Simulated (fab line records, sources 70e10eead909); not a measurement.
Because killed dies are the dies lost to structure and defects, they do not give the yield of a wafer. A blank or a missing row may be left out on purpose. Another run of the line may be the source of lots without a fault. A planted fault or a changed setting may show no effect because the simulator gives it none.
fab line records	flow nand-harc
record: lots: 24	wafers: 72	last-day: 34
route steps=1302 shown A_WL_FILL@954 A_CONTACT@999
lots that met no fault: taken from a fault-free run of the same line
start-h: start of the lot's first displayed wafer, in hours after the record's first day	wait-h: hours since the lot's step before	" same as the row above	L1.1+2: several wafers, shown together as one row	- no value, or no start given	* or withheld: withheld	< > ~ a bound
route shown NAME@n: a module of which the file shows steps, and the number in the route of the first	usual: mean and standard deviation over wafers with no fault	same: alike in all rows	chamber/n: place in a boat	sites: the reading at each site	_std_site: their standard deviation	_edge_site: mean of outer sites minus mean of inner sites	radius-mm: how far each site lies from the wafer's centre	mask NAME#n: copy n	behind: the most recent tool/chamber to have shaped the wafer	hold: why the lot went on hold/how many hours it stayed there/how the hold came to an end	device: names the non-switching transistor (n, p or np)	end of line: the route-end tests of the same wafers	where a step has no rows: the recipe by itself	killed: dies lost to structure and defects at the first sort, not the wafer's yield	map: per-die view of a wafer (x killed, . not killed, _ where there is no die)
set.NAME: setting as actually run; set.NAME@STEP: the setting as run at that earlier step	model.NAME: the simulator's own value behind a step, which no gauge read
the route's steps for a sample of lots (tables are steps, rows are wafers)
services: from which hour (start-h, from the record's first day; less than 0 if before it) a tool's chamber was out of use, for how many hours, and why
== steps ==
step: NHARC_A_WL_FILL_ALD_02
recipe: target-thk-a: 20	pulse-time-s: 3	ald-cycles: 100	temp-c: 450	material: TiN
usual: heater-power-w: 1064/91	precursor-pulse-height-rel: 1.000/0.019
lot.wafer	tool	chamber	start-h	wait-h	heater-power-w	precursor-pulse-height-rel
L074.2	ald-metal-04	1	462.90	0.2	1206	0.995
L074.3	"	2	"	"	1058	0.997
L074.5	"	0	"	"	1070	1.003
L076.2	ald-metal-03	2	477.02	0.2	1134	1.008
L076.1	"	1	"	"	1229	1.007
L076.6	"	2	"	"	1133	1.027
L075.2	ald-metal-01	2	477.06	0.2	1023	1.012
L075.4	"	3	"	"	932	0.999
L075.1	"	0	"	"	1001	0.967
L077.2	ald-metal-03	1	481.59	0.2	1256	0.971
L077.5	"	1	"	"	1242	0.990
L077.6	"	2	"	"	1132	0.987
L078.3	ald-metal-01	3	493.98	0.1	940	0.980
L078.2	"	0	"	"	995	1.013
L078.6	"	0	"	"	996	1.026
L079.1	ald-metal-03	2	504.69	0.2	1140	1.007
L079.3	"	3	"	"	995	1.022
L079.6	"	3	"	"	997	1.002
L080.3	ald-metal-04	0	526.17	0.1	1084	1.010
L080.2	"	1	"	"	1218	1.011
L080.5	"	0	"	"	1106	1.032
L081.3	ald-metal-03	1	545.90	0.2	1195	0.972
L081.5	"	2	"	"	1169	0.982
L081.6	"	3	"	"	1014	0.989
L083.2	ald-metal-04	0	558.31	0.2	1085	0.994
L083.5	"	3	"	"	988	0.997
L083.6	"	0	"	"	1056	0.994
L082.4	ald-metal-03	3	562.11	0.1	1022	1.004
L082.3	"	0	"	"	1176	1.019
L082.2	"	1	"	"	1214	1.004
L084.2	ald-metal-01	0	569.99	0.2	930	1.018
L084.1	"	1	"	"	984	0.975
L084.4	"	2	"	"	1035	0.983
L085.3	ald-metal-04	3	576.54	0.1	1023	1.019
L085.1	"	0	"	"	1107	1.020
L085.6	"	3	"	"	994	0.980
L086.1	ald-metal-01	0	599.97	0.2	954	1.001
L086.5	"	0	"	"	963	0.989
L086.6	"	1	"	"	963	0.979
L087.3	ald-metal-03	2	603.33	0.2	1111	1.020
L087.4	"	3	"	"	982	1.000
L087.6	"	2	"	"	1146	1.000
L088.3	ald-metal-04	3	603.82	0.1	972	1.005
L088.6	"	3	"	"	1023	0.995
L088.5	"	0	"	"	1114	1.002
L091.1	ald-metal-03	0	619.24	0.2	1137	1.034
L091.2	"	1	"	"	1151	1.013
L091.3	"	2	"	"	1097	1.001
L089.4	ald-metal-01	3	622.39	0.2	939	0.992
L089.3	"	0	"	"	965	1.023
L089.6	"	2	"	"	1029	1.012
L090.2	ald-metal-01	3	624.11	0.2	972	0.971
L090.4	"	0	"	"	950	0.966
L090.5	"	2	"	"	1021	1.015
L092.4	ald-metal-04	2	643.75	0.1	994	0.981
L092.6	"	1	"	"	1227	0.994
L092.5	"	2	"	"	1006	0.991
L094.1	ald-metal-03	1	652.86	0.2	1180	0.997
L094.3	"	3	"	"	994	0.936
L094.2	"	0	"	"	1140	0.977
L093.4	ald-metal-01	2	653.01	0.1	1032	1.025
L093.1	"	0	"	"	987	1.018
L093.3	"	1	"	"	964	1.007
L095.4	ald-metal-04	0	673.65	0.2	1096	1.025
L095.6	"	2	"	"	1022	0.990
L095.5	"	3	"	"	1003	0.982
L097.2	ald-metal-03	2	698.25	0.2	1104	1.000
L097.3	"	3	"	"	1003	0.996
L097.5	"	1	"	"	1193	0.977
L096.3	ald-metal-04	1	707.96	0.2	1184	1.002
L096.2	"	3	"	"	1001	1.015
L096.6	"	1	"	"	1187	0.990
step: NHARC_A_WL_FILL_INSPECT_15
usual: raw-defect-count: 506/150
lot.wafer	tool	chamber	start-h	wait-h	raw-defect-count
L074.2	defect-inspect-02	-	479.94	0.0	547
L074.3	"	-	"	"	594
L074.5	"	-	"	"	602
L075.1	defect-inspect-02	-	496.08	0.0	495
L075.2	"	-	"	"	551
L075.4	"	-	"	"	612
L076.1	defect-inspect-01	-	496.10	0.1	442
L076.2	"	-	"	"	520
L076.6	"	-	"	"	485
L077.2	defect-inspect-01	-	499.33	0.0	673
L077.5	"	-	"	"	813
L077.6	"	-	"	"	1110
L078.2	defect-inspect-01	-	511.82	0.0	428
L078.3	"	-	"	"	367
L078.6	"	-	"	"	477
L079.1	defect-inspect-02	-	521.94	0.1	590
L079.3	"	-	"	"	620
L079.6	"	-	"	"	379
L080.2	defect-inspect-02	-	544.21	0.0	358
L080.3	"	-	"	"	381
L080.5	"	-	"	"	337
L081.3	defect-inspect-02	-	563.16	0.0	454
L081.5	"	-	"	"	375
L081.6	"	-	"	"	411
L083.2	defect-inspect-01	-	576.15	0.0	690
L083.5	"	-	"	"	460
L083.6	"	-	"	"	620
L082.2	defect-inspect-01	-	584.20	0.0	738
L082.3	"	-	"	"	556
L082.4	"	-	"	"	701
L084.1	defect-inspect-01	-	592.28	0.0	359
L084.2	"	-	"	"	293
L084.4	"	-	"	"	380
L085.1	defect-inspect-02	-	595.73	0.0	616
L085.3	"	-	"	"	1011
L085.6	"	-	"	"	832
L086.1	defect-inspect-02	-	617.19	0.0	439
L086.5	"	-	"	"	460
L086.6	"	-	"	"	407
L087.3	defect-inspect-01	-	621.02	0.0	574
L087.4	"	-	"	"	532
L087.6	"	-	"	"	519
L088.3	defect-inspect-02	-	624.09	0.0	274
L088.5	"	-	"	"	470
L088.6	"	-	"	"	345
L091.1	defect-inspect-01	-	636.32	0.0	443
L091.2	"	-	"	"	584
L091.3	"	-	"	"	418
L089.3	defect-inspect-02	-	639.95	0.0	754
L089.4	"	-	"	"	710
L089.6	"	-	"	"	437
L090.2	defect-inspect-02	-	643.05	0.0	458
L090.4	"	-	"	"	541
L090.5	"	-	"	"	495
L092.4	defect-inspect-01	-	661.41	0.0	273
L092.5	"	-	"	"	314
L092.6	"	-	"	"	387
L094.1	defect-inspect-01	-	670.14	0.0	549
L094.2	"	-	"	"	495
L094.3	"	-	"	"	641
L093.1	defect-inspect-01	-	673.15	0.0	527
L093.3	"	-	"	"	415
L093.4	"	-	"	"	530
L095.4	defect-inspect-01	-	691.62	0.0	465
L095.5	"	-	"	"	651
L095.6	"	-	"	"	567
L097.2	defect-inspect-01	-	716.01	0.0	748
L097.3	"	-	"	"	516
L097.5	"	-	"	"	362
L096.2	defect-inspect-02	-	728.10	0.0	527
L096.3	"	-	"	"	459
L096.6	"	-	"	"	441
step: NHARC_A_CONTACT_INSPECT_44
usual: raw-defect-count: 88/30
lot.wafer	tool	chamber	start-h	wait-h	raw-defect-count
L074.2	defect-inspect-01	-	485.72	0.0	109
L074.3	"	-	"	"	91
L074.5	"	-	"	"	88
L075.1	defect-inspect-01	-	502.99	0.0	126
L075.2	"	-	"	"	166
L075.4	"	-	"	"	159
L076.1	defect-inspect-02	-	503.64	0.0	51
L076.2	"	-	"	"	57
L076.6	"	-	"	"	57
L077.2	defect-inspect-01	-	506.21	0.0	72
L077.5	"	-	"	"	82
L077.6	"	-	"	"	68
L078.2	defect-inspect-02	-	517.80	0.0	132
L078.3	"	-	"	"	105
L078.6	"	-	"	"	111
L079.1	defect-inspect-02	-	529.17	0.0	118
L079.3	"	-	"	"	112
L079.6	"	-	"	"	117
L080.2	defect-inspect-01	-	550.87	0.0	102
L080.3	"	-	"	"	115
L080.5	"	-	"	"	109
L081.3	defect-inspect-02	-	568.97	0.0	71
L081.5	"	-	"	"	61
L081.6	"	-	"	"	81
L083.2	defect-inspect-02	-	582.01	0.0	86
L083.5	"	-	"	"	71
L083.6	"	-	"	"	66
L082.2	defect-inspect-02	-	591.55	0.0	80
L082.3	"	-	"	"	84
L082.4	"	-	"	"	67
L084.1	defect-inspect-02	-	598.06	0.0	79
L084.2	"	-	"	"	73
L084.4	"	-	"	"	67
L085.1	defect-inspect-01	-	601.39	0.0	62
L085.3	"	-	"	"	64
L085.6	"	-	"	"	81
L086.1	defect-inspect-02	-	624.77	0.0	50
L086.5	"	-	"	"	58
L086.6	"	-	"	"	56
L087.3	defect-inspect-01	-	629.50	0.0	128
L087.4	"	-	"	"	121
L087.6	"	-	"	"	92
L088.3	defect-inspect-02	-	631.46	0.1	55
L088.5	"	-	"	"	64
L088.6	"	-	"	"	55
L091.1	defect-inspect-01	-	643.41	0.0	138
L091.2	"	-	"	"	140
L091.3	"	-	"	"	125
L089.3	defect-inspect-01	-	647.55	0.0	57
L089.4	"	-	"	"	51
L089.6	"	-	"	"	65
L090.2	defect-inspect-01	-	650.82	0.0	105
L090.4	"	-	"	"	104
L090.5	"	-	"	"	95
L092.4	defect-inspect-02	-	668.71	0.0	25
L092.5	"	-	"	"	20
L092.6	"	-	"	"	34
L094.1	defect-inspect-01	-	675.95	0.0	103
L094.2	"	-	"	"	125
L094.3	"	-	"	"	115
L093.1	defect-inspect-02	-	681.53	0.0	79
L093.3	"	-	"	"	62
L093.4	"	-	"	"	77
L095.4	defect-inspect-01	-	698.43	0.0	134
L095.5	"	-	"	"	117
L095.6	"	-	"	"	102
L097.2	defect-inspect-02	-	721.69	0.1	62
L097.3	"	-	"	"	76
L097.5	"	-	"	"	71
L096.2	defect-inspect-01	-	733.77	0.0	101
L096.3	"	-	"	"	83
L096.6	"	-	"	"	103
step: NHARC_A_CONTACT_ETCH_51
recipe: target-depth-a: 70000	over-etch-frac: 0.3	time-s: 1820	ion-energy-ev: 150	o2-flow-sccm: 400	cos-flow-sccm: 20	ar-flow-sccm: 0	rf-w: 500	bias-w: 300	chemistry: O2/COS
usual: drypump-motor-current-A: 5.9/0.33	oes-product-au: 1.002/0.0082	rf-vpp-V: 315.2/2	showerhead-plenum-p-Torr: 3.20/0.13	throttle-valve-pct: 28.330/0.0094
lot.wafer	tool	chamber	start-h	wait-h	drypump-motor-current-A	oes-product-au	rf-hours-counter-h	rf-vpp-V	showerhead-plenum-p-Torr	throttle-valve-pct
L074.2	rie-diel-07	0	-	-	6.2	1.003	2	315.2	3.25	28.329
L074.3	"	2	"	"	6.1	1.003	2	317.8	3.35	28.350
L074.5	"	3	"	"	6.2	0.996	-	316.0	3.20	28.344
L075.2	rie-diel-11	1	-	-	5.8	0.990	18	315.0	3.22	28.333
L075.4	"	3	"	"	5.8	0.992	17	317.9	3.36	28.336
L075.1	"	0	"	"	6.5	0.991	18	312.3	3.07	28.324
L076.1	rie-diel-04	0	-	-	5.2	1.009	47	313.5	2.94	28.326
L076.2	"	1	"	"	5.4	1.006	48	316.0	3.32	28.321
L076.6	"	0	"	"	5.2	0.998	-	311.7	2.94	28.330
L077.2	rie-diel-07	3	-	-	6.2	1.021	4	315.6	3.20	28.336
L077.5	"	3	"	"	6.2	1.012	-	313.8	3.20	28.312
L077.6	"	0	"	"	6.1	1.005	-	316.1	3.25	28.327
L078.3	rie-diel-07	3	-	-	6.3	1.000	7	316.2	3.20	28.332
L078.2	"	0	"	"	6.2	1.009	7	316.5	3.25	28.324
L078.6	"	2	"	"	6.1	1.014	-	317.2	3.35	28.347
L079.1	rie-diel-11	1	-	-	5.8	0.989	29	314.6	3.21	28.319
L079.3	"	2	"	"	5.5	0.991	28	310.7	2.90	28.350
L079.6	"	2	"	"	5.6	1.007	-	310.6	2.90	28.327
L080.3	rie-diel-07	0	-	-	6.2	1.003	13	316.0	3.24	28.322
L080.2	"	2	"	"	6.1	1.010	14	316.9	3.35	28.339
L080.5	"	0	"	"	6.2	0.998	-	316.7	3.24	28.333
L081.3	rie-diel-07	1	-	-	6.0	0.993	16	316.2	3.24	28.332
L081.5	"	3	"	"	6.3	1.002	-	315.3	3.19	28.322
L081.6	"	1	"	"	5.9	1.002	-	316.1	3.24	28.326
L083.2	rie-diel-11	3	-	-	5.9	1.001	40	317.2	3.35	28.339
L083.5	"	0	"	"	6.4	0.988	-	314.0	3.05	28.344
L083.6	"	1	"	"	5.8	1.003	-	314.8	3.20	28.335
L082.4	rie-diel-07	3	-	-	6.2	1.001	20	314.9	3.19	28.339
L082.2	"	0	"	"	6.1	1.009	20	315.7	3.24	28.330
L082.3	"	2	"	"	6.1	1.013	16	317.1	3.35	28.322
L084.1	rie-diel-07	1	-	-	5.9	0.989	21	315.6	3.24	28.336
L084.4	"	2	"	"	6.0	1.014	18	315.3	3.35	28.345
L084.2	"	0	"	"	6.1	0.997	21	316.1	3.24	28.347
L085.1	rie-diel-07	3	-	-	6.3	1.007	22	316.2	3.19	28.318
L085.3	"	1	"	"	5.9	1.005	22	315.6	3.24	28.326
L085.6	"	0	"	"	6.2	0.992	-	315.8	3.24	28.342
L086.1	rie-diel-04	0	-	-	5.2	0.984	17	311.7	2.93	28.322
L086.6	"	0	"	"	5.2	0.987	-	311.4	2.93	28.314
L086.5	"	1	"	"	5.4	0.996	-	317.9	3.30	28.331
L087.3	rie-diel-07	2	-	-	6.1	1.003	25	317.2	3.34	28.340
L087.4	"	0	"	"	6.1	1.007	28	316.0	3.24	28.331
L087.6	"	2	"	"	6.1	1.006	-	317.8	3.34	28.331
L088.3	rie-diel-07	3	-	-	6.3	1.008	29	315.6	3.18	28.313
L088.5	"	3	"	"	6.3	1.012	-	314.9	3.18	28.337
L088.6	"	0	"	"	6.2	1.004	-	317.4	3.23	28.310
L091.2	rie-diel-04	3	-	-	6.3	1.008	33	313.3	3.06	28.333
L091.3	"	1	"	"	5.4	0.997	35	317.3	3.29	28.338
L091.1	"	2	"	"	5.7	1.002	34	314.4	3.09	28.324
L089.4	rie-diel-11	0	-	-	6.4	0.989	6	314.0	3.05	28.318
L089.3	"	2	"	"	5.6	1.004	9	318.0	3.37	28.332
L089.6	"	0	"	"	6.4	0.996	-	313.3	3.05	28.339
L090.4	rie-diel-04	0	-	-	5.2	1.006	26	310.6	2.93	28.336
L090.2	"	1	"	"	5.4	0.992	38	316.8	3.29	28.327
L090.5	"	0	"	"	5.2	0.996	-	309.5	2.93	28.324
L092.4	rie-diel-07	2	-	-	6.1	0.985	4	316.5	3.34	28.335
L092.6	"	3	"	"	6.3	0.995	-	315.4	3.18	28.334
L092.5	"	0	"	"	6.2	1.001	-	316.2	3.23	28.317
L094.2	rie-diel-07	2	-	-	6.1	1.003	6	318.7	3.34	28.326
L094.1	"	3	"	"	6.3	1.004	6	315.5	3.18	28.334
L094.3	"	1	"	"	5.9	1.007	6	316.1	3.23	28.316
L093.1	rie-diel-04	0	-	-	5.2	0.992	36	310.3	2.93	28.327
L093.3	"	2	"	"	5.7	1.011	46	313.7	3.09	28.328
L093.4	"	1	"	"	5.4	1.004	-	316.0	3.29	28.332
L095.4	rie-diel-11	3	-	-	5.9	1.003	26	317.0	3.33	28.338
L095.6	"	2	"	"	5.5	1.009	-	317.1	3.36	28.334
L095.5	"	3	"	"	5.8	1.000	-	316.7	3.33	28.324
L097.2	rie-diel-11	1	-	-	5.8	0.986	39	314.7	3.18	28.325
L097.3	"	2	"	"	5.5	0.994	42	318.8	3.35	28.343
L097.5	"	2	"	"	5.5	0.993	-	317.5	3.35	28.318
L096.3	rie-diel-07	1	-	-	5.9	0.984	11	315.5	3.23	28.334
L096.2	"	3	"	"	6.3	1.002	12	315.2	3.18	28.325
L096.6	"	2	"	"	6.0	0.996	-	316.2	3.33	28.322
step: NHARC_A_CONTACT_ETCH_117
recipe: source-w: withheld	pressure-mtorr: 20	bias-v: 3000	time-s: 190	target-depth-a: 18500	ar-flow-sccm: withheld	c4f8-flow-sccm: withheld	o2-flow-sccm: withheld	chemistry: C4F8/O2/Ar
lot.wafer	tool	chamber	start-h	wait-h	rf-hours-counter-h
L074.2	har-cap-etch-01	1	489.56	0.1	127
L074.3	"	1	"	"	-
L074.5	"	1	"	"	-
L075.2	har-cap-etch-03	0	505.93	0.1	40
L075.1	"	1	"	"	40
L075.4	"	1	"	"	-
L076.1	har-cap-etch-02	1	506.58	0.1	86
L076.2	"	0	"	"	86
L076.6	"	0	"	"	-
L077.2	har-cap-etch-03	0	509.15	0.1	42
L077.6	"	0	"	"	-
L077.5	"	1	"	"	-
L078.2	har-cap-etch-01	0	520.80	0.1	3
L078.3	"	0	"	"	-
L078.6	"	1	"	"	-
L079.1	har-cap-etch-03	0	532.15	0.1	47
L079.3	"	0	"	"	-
L079.6	"	1	"	"	-
L080.2	har-cap-etch-01	1	553.86	0.1	8
L080.3	"	1	"	"	-
L080.5	"	0	"	"	-
L081.3	har-cap-etch-02	0	572.33	0.1	-
L081.5	"	0	"	"	-
L081.6	"	1	"	"	-
L083.2	har-cap-etch-02	0	584.99	0.1	100
L083.5	"	1	"	"	-
L083.6	"	0	"	"	-
L082.2	har-cap-etch-03	1	594.49	0.1	54
L082.4	"	1	"	"	-
L082.3	"	0	"	"	-
L084.2	har-cap-etch-01	1	600.99	0.1	13
L084.1	"	0	"	"	13
L084.4	"	1	"	"	-
L085.1	har-cap-etch-02	1	604.36	0.1	104
L085.3	"	1	"	"	-
L085.6	"	1	"	"	-
L086.1	har-cap-etch-02	1	628.05	0.2	108
L086.6	"	1	"	"	-
L086.5	"	0	"	"	-
L087.3	har-cap-etch-03	1	632.49	0.1	-
L087.4	"	0	"	"	-
L087.6	"	0	"	"	-
L088.3	har-cap-etch-01	0	634.48	0.1	-
L088.5	"	0	"	"	-
L088.6	"	1	"	"	-
L091.1	har-cap-etch-02	1	646.35	0.1	112
L091.2	"	0	"	"	112
L091.3	"	1	"	"	-
L089.4	har-cap-etch-01	0	650.54	0.1	-
L089.3	"	1	"	"	-
L089.6	"	0	"	"	-
L090.2	har-cap-etch-03	1	653.81	0.1	67
L090.4	"	1	"	"	-
L090.5	"	1	"	"	-
L092.4	har-cap-etch-03	0	671.72	0.1	-
L092.5	"	1	"	"	-
L092.6	"	0	"	"	-
L094.1	har-cap-etch-01	0	679.28	0.1	31
L094.2	"	1	"	"	31
L094.3	"	0	"	"	-
L093.1	har-cap-etch-03	0	685.12	0.1	73
L093.4	"	1	"	"	-
L093.3	"	0	"	"	-
L095.4	har-cap-etch-02	0	701.42	0.1	-
L095.5	"	0	"	"	-
L095.6	"	1	"	"	-
L097.2	har-cap-etch-01	1	724.63	0.1	38
L097.3	"	1	"	"	-
L097.5	"	0	"	"	-
L096.2	har-cap-etch-01	1	736.88	0.1	40
L096.3	"	1	"	"	-
L096.6	"	0	"	"	-
step: NHARC_A_CONTACT_ETCH_90
recipe: target-depth-a: 400	over-etch-frac: 0.5	time-s: 85.7	ion-energy-ev: 120	ch3f-flow-sccm: 50	o2-flow-sccm: 30	ar-flow-sccm: 200	rf-w: 500	bias-w: 100	chemistry: CH3F/O2
usual: drypump-motor-current-A: 5.9/0.37	oes-product-au: 0.96/0.038	rf-vpp-V: 245.0/1.7	showerhead-plenum-p-Torr: 2.51/0.12	throttle-valve-pct: 20.663/0.0089
lot.wafer	tool	chamber	start-h	wait-h	drypump-motor-current-A	oes-product-au	rf-hours-counter-h	rf-vpp-V	showerhead-plenum-p-Torr	throttle-valve-pct
L074.3	rie-diel-07	0	491.59	0.7	6.2	0.93	3	246.0	2.56	20.670
L074.2	"	1	"	"	5.9	0.93	2	245.4	2.56	20.656
L074.5	"	2	"	"	6.1	0.94	-	246.7	2.64	20.665
L075.2	rie-diel-11	1	507.94	0.9	5.8	0.92	19	244.5	2.53	20.657
L075.1	"	3	"	"	5.9	0.93	18	248.1	2.65	20.671
L075.4	"	0	"	"	6.5	0.94	18	242.9	2.41	20.675
L076.2	rie-diel-07	2	508.59	0.8	6.1	1.00	4	246.4	2.64	20.659
L076.1	"	1	"	"	5.9	0.99	4	246.6	2.56	20.674
L076.6	"	3	"	"	6.3	0.99	-	244.0	2.52	20.666
L077.2	rie-diel-04	3	511.15	0.9	6.3	0.92	47	243.8	2.43	20.661
L077.6	"	3	"	"	6.2	0.93	-	244.3	2.43	20.666
L077.5	"	0	"	"	5.2	0.94	-	242.7	2.32	20.664
L078.3	rie-diel-07	0	523.09	1.0	6.1	0.93	8	245.6	2.56	20.652
L078.2	"	2	"	"	6.1	0.94	9	247.6	2.64	20.669
L078.6	"	0	"	"	6.2	0.93	-	245.6	2.56	20.669
L079.3	rie-diel-11	1	534.12	0.6	5.8	0.92	32	244.7	2.53	20.663
L079.1	"	3	"	"	5.8	0.93	26	245.2	2.65	20.670
L079.6	"	1	"	"	5.8	0.91	-	244.9	2.53	20.659
L080.3	rie-diel-07	0	555.87	0.7	6.2	0.93	14	244.7	2.56	20.664
L080.2	"	1	"	"	6.0	0.93	14	244.8	2.56	20.669
L080.5	"	0	"	"	6.2	0.93	-	245.7	2.56	20.665
L081.3	rie-diel-11	1	574.27	0.7	5.8	0.91	43	243.9	2.52	20.662
L081.5	"	1	"	"	5.8	0.93	-	244.3	2.52	20.657
L081.6	"	2	"	"	5.6	0.93	-	243.2	2.27	20.655
L083.2	rie-diel-07	0	587.00	0.8	6.1	1.00	18	245.3	2.55	20.666
L083.5	"	1	"	"	5.9	1.00	-	247.2	2.55	20.656
L083.6	"	2	"	"	6.1	1.01	-	246.1	2.64	20.666
L082.2	rie-diel-04	0	596.56	0.9	5.2	1.02	8	243.8	2.31	20.647
L082.4	"	1	"	"	5.4	1.00	20	247.7	2.60	20.666
L082.3	"	2	"	"	5.7	1.00	19	244.4	2.44	20.664
L084.2	rie-diel-04	1	603.01	0.9	5.3	1.00	22	247.5	2.60	20.666
L084.1	"	2	"	"	5.7	1.02	21	245.6	2.44	20.671
L084.4	"	3	"	"	6.2	1.01	21	243.8	2.42	20.661
L085.1	rie-diel-11	1	606.33	0.8	5.8	0.92	53	245.0	2.52	20.651
L085.3	"	2	"	"	5.5	0.93	55	240.9	2.27	20.645
L085.6	"	2	"	"	5.5	0.92	-	241.9	2.27	20.663
L086.1	rie-diel-11	2	630.62	1.1	5.5	1.01	6	247.1	2.66	20.664
L086.6	"	3	"	"	5.8	1.01	-	246.7	2.64	20.670
L086.5	"	0	"	"	6.4	0.99	-	244.4	2.40	20.659
L087.4	rie-diel-11	3	634.44	0.6	5.8	0.99	4	246.6	2.64	20.670
L087.3	"	1	"	"	5.8	0.99	6	246.3	2.52	20.667
L087.6	"	3	"	"	5.8	1.00	-	246.2	2.64	20.680
L088.3	rie-diel-04	0	636.42	0.7	5.2	1.00	20	243.9	2.31	20.651
L088.6	"	0	"	"	5.2	1.00	-	241.7	2.31	20.654
L088.5	"	1	"	"	5.3	0.94	-	246.6	2.60	20.655
L091.3	rie-diel-04	1	648.36	0.7	5.4	0.93	37	246.8	2.60	20.660
L091.2	"	2	"	"	5.7	0.93	35	242.5	2.43	20.660
L091.1	"	3	"	"	6.2	0.92	35	243.7	2.41	20.661
L089.4	rie-diel-11	1	652.53	0.8	5.8	0.91	10	245.8	2.52	20.675
L089.3	"	2	"	"	5.5	0.92	11	247.7	2.66	20.676
L089.6	"	3	"	"	5.8	0.92	-	248.6	2.63	20.665
L090.2	rie-diel-11	2	655.79	0.8	5.5	1.01	13	247.8	2.66	20.665
L090.4	"	0	"	"	6.4	1.00	10	245.0	2.40	20.680
L090.5	"	2	"	"	5.5	1.00	-	245.9	2.66	20.665
L092.5	rie-diel-07	3	673.72	0.6	6.3	0.93	-	244.0	2.50	20.671
L092.6	"	1	"	"	5.9	0.93	-	246.6	2.55	20.663
L092.4	"	2	"	"	6.1	0.91	-	245.6	2.63	20.661
L094.1	rie-diel-04	0	681.34	0.9	5.2	1.01	35	242.9	2.30	20.658
L094.3	"	1	"	"	5.4	0.93	44	245.6	2.59	20.668
L094.2	"	2	"	"	5.7	0.94	45	244.3	2.43	20.662
L093.3	rie-diel-04	2	687.13	0.7	5.7	0.93	48	243.6	2.43	20.669
L093.4	"	3	"	"	6.3	0.92	45	242.9	2.41	20.666
L093.1	"	0	"	"	5.2	0.93	37	243.4	2.30	20.643
L095.4	rie-diel-07	1	703.40	0.8	6.0	1.00	7	244.6	2.55	20.665
L095.6	"	2	"	"	6.1	1.00	-	247.8	2.63	20.672
L095.5	"	3	"	"	6.3	1.01	-	244.5	2.50	20.656
L097.2	rie-diel-07	0	726.74	1.0	6.1	1.01	7	246.1	2.55	20.653
L097.3	"	2	"	"	6.1	1.00	9	246.1	2.63	20.663
L097.5	"	3	"	"	6.2	1.00	-	244.4	2.50	20.627
L096.3	rie-diel-07	0	738.87	0.7	6.2	0.93	9	245.7	2.54	20.657
L096.2	"	2	"	"	6.1	0.92	13	247.4	2.63	20.647
L096.6	"	1	"	"	5.9	0.92	-	244.5	2.54	20.674
== services ==
tool	chamber	start-h	hours	kind
har-cap-etch-03	-	448.67	0.5	repair
rie-diel-07	1	455.60	10.1	repair
rie-diel-07	-	471.20	9.0	pm
ald-metal-04	-	474.00	10.0	pm
har-cap-etch-01	-	497.00	17.0	pm
rie-diel-04	0	518.99	65.0	repair
ald-metal-01	-	526.00	10.0	pm
rie-diel-04	-	533.58	9.0	pm
ald-metal-01	1	542.12	26.1	repair
ald-metal-01	2	542.54	7.6	repair
ald-metal-04	-	550.58	1.8	repair
rie-diel-07	2	563.04	10.5	repair
ald-metal-03	-	571.11	10.0	pm
ald-metal-04	1	599.12	26.5	repair
rie-diel-11	-	609.92	9.0	pm
rie-diel-04	-	617.11	0.4	repair
rie-diel-07	-	648.20	9.0	pm
ald-metal-04	-	652.00	10.0	pm
rie-diel-04	1	661.86	9.7	repair
rie-diel-07	0	670.15	9.9	repair
rie-diel-04	3	678.08	5.6	repair
ald-metal-03	1	702.41	23.6	repair
rie-diel-04	-	710.58	9.0	pm
ald-metal-03	-	721.79	1.4	repair
== key ==
fault none
